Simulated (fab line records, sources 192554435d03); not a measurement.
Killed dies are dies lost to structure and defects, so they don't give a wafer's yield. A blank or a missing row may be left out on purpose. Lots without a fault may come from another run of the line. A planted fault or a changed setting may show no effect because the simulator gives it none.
Split-lot experiment | flow n5_finfet | 7 lots, 21 wafers read, on a route of 1938 steps

THE SPLIT
At N5_BEOL_M8_COAT_60 (time 60 s, resist thk 35 nm), the setting spin_rpm was moved away from the recipe's 1500 rpm on 6 of the 21 wafers read, by -6.4% to +10.9%. The other wafers ran this setting at the recipe's value.

FROM THE SPLIT TO THE READING: what the file shows between them, 3 steps
- N5_BEOL_M8_COAT_05: resist thk 90 nm
- N5_BEOL_M8_EBR_07
- N5_BEOL_M8_DESCUM_16: chemistry O2, time 7.9 s

THE READING
CAR-ArF_of_BEOL_M8_COAT_05.thk_nm (the simulator's own value, which no gauge read), in nm, at N5_BEOL_M8_ETCH_61 (etches SiARC in CF4, target depth 45.5 nm, time 75.8 s). The file gives no usual value for it. The 15 wafers here that ran the recipe average 50.9 nm, standard deviation 0.3 nm.

wafer  | tool, chamber at the split | spin_rpm as run, rpm | against the recipe | CAR-ArF_of_BEOL_M8_COAT_05.thk_nm, nm | against lot-mates on the recipe
L080.1 | litho_track-02, 0          | 1500                 | recipe             | 51.4                                  | -
L080.3 | litho_track-02, 0          | 1500                 | recipe             | 51.2                                  | -
L080.6 | litho_track-02, 0          | 1500                 | recipe             | 51.2                                  | -
L084.1 | litho_track-02, 0          | 1500                 | recipe             | 51                                    | -
L084.3 | litho_track-02, 0          | 1500                 | recipe             | 51                                    | -
L084.6 | litho_track-02, 0          | 1500                 | recipe             | 51                                    | -
L083.2 | litho_track-01, 0          | 1404                 | -6.4%              | 49.4                                  | -1.0
L083.4 | litho_track-01, 0          | 1500                 | recipe             | 50.4                                  | -
L083.6 | litho_track-01, 0          | 1404                 | -6.4%              | 49.2                                  | -1.2
L086.1 | litho_track-02, 0          | 1500                 | recipe             | 50.8                                  | -
L086.4 | litho_track-02, 0          | 1500                 | recipe             | 50.8                                  | -
L086.6 | litho_track-02, 0          | 1500                 | recipe             | 51                                    | -
L090.1 | litho_track-01, 0          | 1626                 | +8.4%              | 52.4                                  | +1.4
L090.3 | litho_track-01, 0          | 1500                 | recipe             | 51                                    | -
L090.5 | litho_track-01, 0          | 1500                 | recipe             | 51                                    | -
L093.2 | litho_track-02, 0          | 1500                 | recipe             | 51.2                                  | -
L093.3 | litho_track-02, 0          | 1664                 | +10.9%             | 52.6                                  | +1.4
L093.5 | litho_track-02, 0          | 1664                 | +10.9%             | 52.6                                  | +1.4
L097.2 | litho_track-01, 0          | 1600                 | +6.7%              | 51.6                                  | +1.2
L097.3 | litho_track-01, 0          | 1500                 | recipe             | 50.4                                  | -
L097.5 | litho_track-01, 0          | 1500                 | recipe             | 50.4                                  | -

THE FIT
A straight line over all 21 wafers: CAR-ArF_of_BEOL_M8_COAT_05.thk_nm changes by +0.176 nm for each +1% of spin_rpm; r = +0.93; the points scatter about the line by 0.33 nm.
The same after taking each lot's own level away (the mean of its wafers on the recipe; 21 wafers): +0.149 nm for each +1%; r = +0.98; scatter 0.12 nm.
On that fit, the largest move of spin_rpm shifts the reading by 1.6 nm.
The lots' own levels span 50.40 to 51.27 nm, that is 2.9 times the standard deviation above.
So the lot-to-lot level changes the slope: the two fits differ.
Check: with one of the wafers moved furthest among these (+10.9%) left out of the fit, the line predicts +1.69 nm for it against its lot-mates. It came out at +1.4 nm against them.

OTHER SPLITS ON THESE WAFERS
These wafers also went through other splits before the reading. Each is held against what the fit with the lots' levels taken away leaves over:
other split on the same wafers    | wafers away from the commonest value | r with CAR-ArF_of_BEOL_M8_COAT_05.thk_nm (lot level and that fit taken away)
N5_BEOL_M5_HM_DEP_02 target_thk_a | 7                                    | -0.23
N5_BEOL_M5_ETCH_41 source_w       | 9                                    | -0.19
N5_BEOL_M6_COAT_60 spin_rpm       | 6                                    | +0.47
N5_BEOL_M6_ETCH_62 time_s         | 8                                    | +0.01
N5_BEOL_M7_ILD_DEP_00 time_s      | 10                                   | -0.07
N5_BEOL_M7_COAT_59 spin_rpm       | 8                                    | -0.13

THE WHOLE CHAIN: every reading that the file lists as answering this split, in the file's order
step               | what it does                                           | reading                                                                            | change (the file's fit)               | r (the file's)
N5_BEOL_M8_COAT_60 | time 60 s, resist thk 35 nm                            | SiARC_of_BEOL_M8_COAT_60.thk_nm (the simulator's own value, which no gauge read)   | -0.166 nm for each +1% of the setting | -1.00
N5_BEOL_M8_ETCH_61 | etches SiARC in CF4, target depth 45.5 nm, time 75.8 s | etch.depth_nm (the simulator's own value, which no gauge read)                     | -0.166 nm for each +1% of the setting | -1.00
N5_BEOL_M8_ETCH_61 | etches SiARC in CF4, target depth 45.5 nm, time 75.8 s | CAR-ArF_of_BEOL_M8_COAT_05.thk_nm (the simulator's own value, which no gauge read) | +0.153 nm for each +1% of the setting | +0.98

THE FILE'S OWN FIT
CAR-ArF_of_BEOL_M8_COAT_05.thk_nm changes by +0.153 nm for each +1% of spin_rpm, r = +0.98.
